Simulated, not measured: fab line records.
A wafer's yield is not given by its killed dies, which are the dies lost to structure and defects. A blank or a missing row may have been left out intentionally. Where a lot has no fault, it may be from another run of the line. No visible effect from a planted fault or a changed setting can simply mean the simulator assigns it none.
fab line records -- flow n5-finfet -- part 2 of 2: steps 26 to 35 of 35
[record] lots = 5, wafers = 15, last-day = 16
route steps=1938 shown ZERO_LAYER@17 WELL_APT@20
lots with no fault: from the same line, run without faults
start-h: start of the lot's first displayed wafer, in hours after the record's first day -- wait-h: hours from the lot's prior step to this one -- " unchanged from the row above -- L1.1+2: several wafers, shown together as one row -- - no value, or no start was given -- * or withheld: withheld -- < > ~ a bound
route shown NAME@n: NAME is a module with steps in the file, n the number in the route of the first one -- usual: mean and standard deviation over wafers with no fault -- same: alike in all rows -- chamber/n: place in a boat -- sites: per-site readings -- _std_site: the values' standard deviation -- _edge_site: outer sites' mean less inner sites' -- radius-mm: how far each site lies from the wafer's centre -- mask NAME#n: copy n -- behind: tool/chamber where the wafer was last shaped -- hold: cause of the lot's hold/its duration in hours/its outcome -- device: the transistor (n, p or np) that didn't switch -- end of line: the tests these same wafers got at the end of their route -- step lacking rows: just its recipe -- killed: not the wafer's yield, but the dies lost to structure and defects at the first sort -- map: the dies of a wafer, with x for killed, . for not killed, _ for no die there
set.NAME: the setting the step ran with; set.NAME@STEP: the setting that earlier step ran with -- model.NAME: the simulator's own value behind a step, which no gauge read
lots at selected steps of the route; one table per step, one row per wafer
services: when a tool's chamber went out of use (start-h, in hours from the record's first day, below 0 if earlier), for how many hours, and the reason
[[steps]]
[step N5_WELL_APT_HARDBAKE_29]
[recipe] temp-c = 130, time-s = 120
[usual] exhaust-pa = 45.0/0.89
lot.wafer,tool,chamber,start-h,wait-h,exhaust-pa
L075.1,litho-track-03,0,-,-,44.5
L075.2,litho-track-03,0,-,-,46.2
L075.5,litho-track-03,0,-,-,45.5
L078.1,litho-track-04,0,-,-,44.9
L078.3,litho-track-04,0,-,-,44.5
L078.6,litho-track-04,0,-,-,44.0
L081.2,litho-track-02,0,-,-,45.5
L081.4,litho-track-02,0,-,-,44.6
L081.5,litho-track-02,0,-,-,42.8
L088.3,litho-track-04,0,-,-,44.3
L088.4,litho-track-04,0,-,-,44.4
L088.6,litho-track-04,0,-,-,44.5
L094.4,litho-track-02,0,-,-,45.7
L094.5,litho-track-02,0,-,-,45.4
L094.6,litho-track-02,0,-,-,45.0
[step N5_WELL_APT_CD_MEAS_25]
[recipe] target-cd-nm = 200, landing-energy-ev = 500, detector = se-inlens
[usual] cd-nm = 199.9/1.3
lot.wafer,tool,chamber,start-h,wait-h,cd-nm
L075.1,cd-sem-01,0,20.89,-,196.5
L075.2,cd-sem-01,0,20.89,-,198.6
L075.5,cd-sem-01,0,20.89,-,197.5
L078.1,cd-sem-02,0,38.93,-,199.6
L078.3,cd-sem-02,0,38.93,-,200.4
L078.6,cd-sem-02,0,38.93,-,200.9
L081.2,cd-sem-02,0,57.29,-,197.6
L081.4,cd-sem-02,0,57.29,-,198.6
L081.5,cd-sem-02,0,57.29,-,199.8
L088.3,cd-sem-03,0,98.93,-,199.8
L088.4,cd-sem-03,0,98.93,-,200.7
L088.6,cd-sem-03,0,98.93,-,200.8
L094.4,cd-sem-03,0,135.14,-,199.1
L094.5,cd-sem-03,0,135.14,-,200.7
L094.6,cd-sem-03,0,135.14,-,199.6
[step N5_WELL_APT_OVL_MEAS_26]
[recipe] points-per-wafer = 44
[usual] PWELL_OVL = -1/5.8
lot.wafer,tool,chamber,start-h,wait-h,PWELL_OVL[nm]
L075.1,overlay-01,0,20.92,0.0,-4
L075.2,overlay-01,0,20.92,0.0,-6
L075.5,overlay-01,0,20.92,0.0,1
L078.1,overlay-02,0,38.96,0.0,-1
L078.3,overlay-02,0,38.96,0.0,3
L078.6,overlay-02,0,38.96,0.0,-3
L081.2,overlay-01,0,57.32,0.0,-1
L081.4,overlay-01,0,57.32,0.0,4
L081.5,overlay-01,0,57.32,0.0,-3
L088.3,overlay-02,0,98.96,0.0,4
L088.4,overlay-02,0,98.96,0.0,0
L088.6,overlay-02,0,98.96,0.0,-2
L094.4,overlay-02,0,135.16,0.0,9
L094.5,overlay-02,0,135.16,0.0,12
L094.6,overlay-02,0,135.16,0.0,3
[step N5_WELL_APT_INSPECT_27]
[recipe] mode = adi, inspect-instrument = macro
[usual] raw-defect-count = 2.2/1.4
lot.wafer,tool,chamber,start-h,wait-h,raw-defect-count
L075.1,defect-inspect-02,-,20.94,0.0,1
L075.2,defect-inspect-02,-,20.94,0.0,3
L075.5,defect-inspect-02,-,20.94,0.0,3
L078.1,defect-inspect-02,-,38.98,0.0,1
L078.3,defect-inspect-02,-,38.98,0.0,2
L078.6,defect-inspect-02,-,38.98,0.0,1
L081.2,defect-inspect-01,-,57.34,0.0,1
L081.4,defect-inspect-01,-,57.34,0.0,1
L081.5,defect-inspect-01,-,57.34,0.0,0
L088.3,defect-inspect-02,-,98.98,0.0,5
L088.4,defect-inspect-02,-,98.98,0.0,3
L088.6,defect-inspect-02,-,98.98,0.0,2
L094.4,defect-inspect-02,-,135.19,0.0,2
L094.5,defect-inspect-02,-,135.19,0.0,1
L094.6,defect-inspect-02,-,135.19,0.0,4
[step N5_WELL_APT_DESCUM_30]
[recipe] chemistry = O2, time-s = 7.9, source-power-w = 50, bias-power-w = 20, pressure-mtorr = 20, rf-frequency-hz = 2.712e+07, temp-c = 40, o2-flow-sccm = 225
[usual] drypump-motor-current-A = 5.7/0.41, oes-product-au = 0.81/0.092, rf-fwd-power-W = 49.65/0.17, rf-vpp-V = 243.3/1.5, showerhead-plenum-p-Torr = 2.10/0.077, throttle-valve-pct = 20.38/0.23
lot.wafer,tool,chamber,start-h,wait-h,drypump-motor-current-A,oes-product-au,rf-fwd-power-W,rf-hours-counter-h,rf-vpp-V,showerhead-plenum-p-Torr,throttle-valve-pct
L075.1,rie-diel-02,2,20.98,0.0,5.6,0.69,50.02,243,241.2,1.97,20.78
L075.2,rie-diel-02,1,20.98,0.0,5.9,0.77,49.30,133,241.5,2.01,20.37
L075.5,rie-diel-02,2,20.98,0.0,5.6,0.69,49.83,-,241.0,1.97,20.78
L078.1,rie-diel-04,1,39.02,0.0,5.8,0.91,49.86,26,242.0,2.06,20.51
L078.3,rie-diel-04,3,39.02,0.0,5.0,0.96,49.66,8,243.2,2.15,20.36
L078.6,rie-diel-04,0,39.02,0.0,5.0,0.74,49.44,-,241.6,2.00,20.43
L081.2,rie-diel-05,0,57.38,0.0,5.7,0.83,49.68,80,245.0,2.19,20.35
L081.4,rie-diel-05,2,57.38,0.0,5.8,0.72,49.54,212,243.8,2.08,20.52
L081.5,rie-diel-05,1,57.38,0.0,5.9,0.91,49.61,-,243.2,2.14,19.96
L088.3,rie-diel-05,0,99.02,0.0,5.7,0.80,49.54,97,244.3,2.19,20.37
L088.4,rie-diel-05,1,99.02,0.0,5.9,0.88,49.60,-,243.4,2.14,19.98
L088.6,rie-diel-05,0,99.02,0.0,5.7,0.81,49.43,-,244.8,2.19,20.38
L094.4,rie-diel-04,1,135.25,0.1,5.9,0.85,49.48,-,243.3,2.05,20.55
L094.5,rie-diel-04,0,135.25,0.1,5.1,0.72,49.54,-,241.5,1.99,20.48
L094.6,rie-diel-04,3,135.25,0.1,5.0,0.88,49.68,-,243.5,2.13,20.43
[step N5_WELL_APT_IMPLANT_31]
[recipe] species = B, energy-kev = 60, dose-cm2 = 1.5e+13, tilt-deg = 0, rotation-deg = 0
[usual] dose-ions-cm2 = 1.4997e+13/1.9e+10
lot.wafer,tool,chamber,start-h,wait-h,dose-ions-cm2
L075.1,implanter-02,0,21.08,0.1,1.4997e+13
L075.2,implanter-02,0,21.08,0.1,1.4997e+13
L075.5,implanter-02,0,21.08,0.1,1.5026e+13
L078.1,implanter-02,0,39.12,0.1,1.4998e+13
L078.3,implanter-02,0,39.12,0.1,1.4977e+13
L078.6,implanter-02,0,39.12,0.1,1.494e+13
L081.2,implanter-02,0,57.51,0.1,1.5002e+13
L081.4,implanter-02,0,57.51,0.1,1.501e+13
L081.5,implanter-02,0,57.51,0.1,1.4995e+13
L088.3,implanter-01,0,99.17,0.1,1.4986e+13
L088.4,implanter-01,0,99.17,0.1,1.5042e+13
L088.6,implanter-01,0,99.17,0.1,1.4991e+13
L094.4,implanter-02,0,135.41,0.1,1.4951e+13
L094.5,implanter-02,0,135.41,0.1,1.4978e+13
L094.6,implanter-02,0,135.41,0.1,1.4998e+13
[step N5_WELL_APT_IMPLANT_32]
[recipe] species = BF2, energy-kev = 50, dose-cm2 = 2e+13, tilt-deg = 0, rotation-deg = 0
[usual] dose-ions-cm2 = 1.9999e+13/2.5e+10
lot.wafer,tool,chamber,start-h,wait-h,dose-ions-cm2
L075.1,implanter-02,0,21.26,0.1,1.9971e+13
L075.2,implanter-02,0,21.26,0.1,1.9932e+13
L075.5,implanter-02,0,21.26,0.1,1.9972e+13
L078.1,implanter-02,0,39.30,0.1,1.9989e+13
L078.3,implanter-02,0,39.30,0.1,1.9975e+13
L078.6,implanter-02,0,39.30,0.1,1.9988e+13
L081.2,implanter-02,0,57.69,0.1,1.9998e+13
L081.4,implanter-02,0,57.69,0.1,2.0022e+13
L081.5,implanter-02,0,57.69,0.1,2.0012e+13
L088.3,implanter-01,0,99.35,0.1,2.003e+13
L088.4,implanter-01,0,99.35,0.1,1.9978e+13
L088.6,implanter-01,0,99.35,0.1,2.0005e+13
L094.4,implanter-02,0,135.59,0.1,2.0031e+13
L094.5,implanter-02,0,135.59,0.1,2.0041e+13
L094.6,implanter-02,0,135.59,0.1,2.0014e+13
[step N5_WELL_APT_STRIP_33]
[recipe] chemistry = SPM, time-s = 900, temp-c = 130, h2so4-h2o2-vol-ratio = 4, dry = ipa-marangoni
lot.wafer,tool,chamber,start-h,wait-h
L075.1+2+5,wet-bench-04,"5,4,6",21.48,0.2
L078.1+3+6,wet-bench-02,"5,6,1",39.51,0.2
L081.2+4+5,wet-bench-01,"6,7,5",57.86,0.1
L088.3+4+6,wet-bench-01,"3,0,4",99.52,0.1
L094.4+5+6,wet-bench-04,"2,0,4",135.71,0.1
[step N5_WELL_APT_RTA_34]
[recipe] temp-c = 1000, time-s = 10, ambient = N2, idle-temp-c = 600, ramp-up-c-per-s = 150, ramp-down-c-per-s = 60, cool-to-c = 600
[usual] lamp-power-pct = 12.99/0.05, wafer_temp_C_max = 1003.6/1
lot.wafer,tool,chamber,start-h,wait-h,lamp-power-pct,wafer_temp_C_max
L075.1,rtp-anneal-01,0,21.76,0.0,12.97,1001.9
L075.2,rtp-anneal-01,0,21.76,0.0,12.98,1002.8
L075.5,rtp-anneal-01,0,21.76,0.0,12.98,1004.8
L078.1,rtp-anneal-02,0,39.78,0.0,13.02,1002.8
L078.3,rtp-anneal-02,0,39.78,0.0,12.93,1007.1
L078.6,rtp-anneal-02,0,39.78,0.0,12.99,1004.3
L081.2,rtp-anneal-02,0,58.16,0.0,12.97,1004.1
L081.4,rtp-anneal-02,0,58.16,0.0,13.01,1004.1
L081.5,rtp-anneal-02,0,58.16,0.0,12.99,1003.4
L088.3,rtp-anneal-01,0,99.84,0.1,13.08,1002.8
L088.4,rtp-anneal-01,0,99.84,0.1,12.98,1004.2
L088.6,rtp-anneal-01,0,99.84,0.1,13.01,1002.0
L094.4,rtp-anneal-02,0,136.14,0.2,13.02,1002.6
L094.5,rtp-anneal-02,0,136.14,0.2,12.97,1003.3
L094.6,rtp-anneal-02,0,136.14,0.2,12.92,1003.8
[step N5_WELL_APT_OXIDE_STRIP_42]
[recipe] chemistry = dHF, dilution = 25:1, time-s = 45, temp-c = 25, target = SiO2, target-depth-a = 120
lot.wafer,tool,chamber,start-h,wait-h
L075.1+2+5,wet-bench-04,"6,3,1",21.90,0.1
L078.1+3+6,wet-bench-01,"5,3,7",39.93,0.1
L081.2+4+5,wet-bench-01,"4,3,0",58.28,0.1
L088.3+4+6,wet-bench-02,"6,2,7",99.94,0.1
L094.4+5+6,wet-bench-04,"4,5,3",136.23,0.1
[[services]]
tool,chamber,start-h,hours,kind
krf-scanner-02,-,-3.27,0.2,repair
krf-scanner-02,-,3.05,1.9,repair
krf-scanner-02,-,5.01,0.8,pm
krf-scanner-01,-,10.54,3.0,pm
rtp-anneal-02,-,14.28,3.4,pm
rie-diel-05,3,23.90,5.5,repair
rie-diel-05,-,24.47,2.8,pm
plasma-asher-02,-,27.57,8.2,repair
krf-scanner-01,-,29.95,1.3,pm
rie-diel-05,1,31.68,4.5,repair
krf-scanner-01,-,38.21,1.3,repair
krf-scanner-02,-,50.39,4.4,pm
implanter-02,-,50.46,2.8,pm
krf-scanner-02,-,72.04,1.3,pm
rie-diel-05,3,72.46,6.0,repair
krf-scanner-02,-,78.84,0.8,pm
krf-scanner-01,-,82.29,0.8,pm
implanter-02,-,82.80,3.0,repair
rie-diel-04,0,85.48,1.2,repair
rie-diel-05,-,85.59,0.9,repair
krf-scanner-01,-,102.76,2.9,repair
implanter-01,-,119.08,1.7,repair
rie-diel-04,2,121.14,23.0,repair
krf-scanner-02,-,134.22,1.0,pm
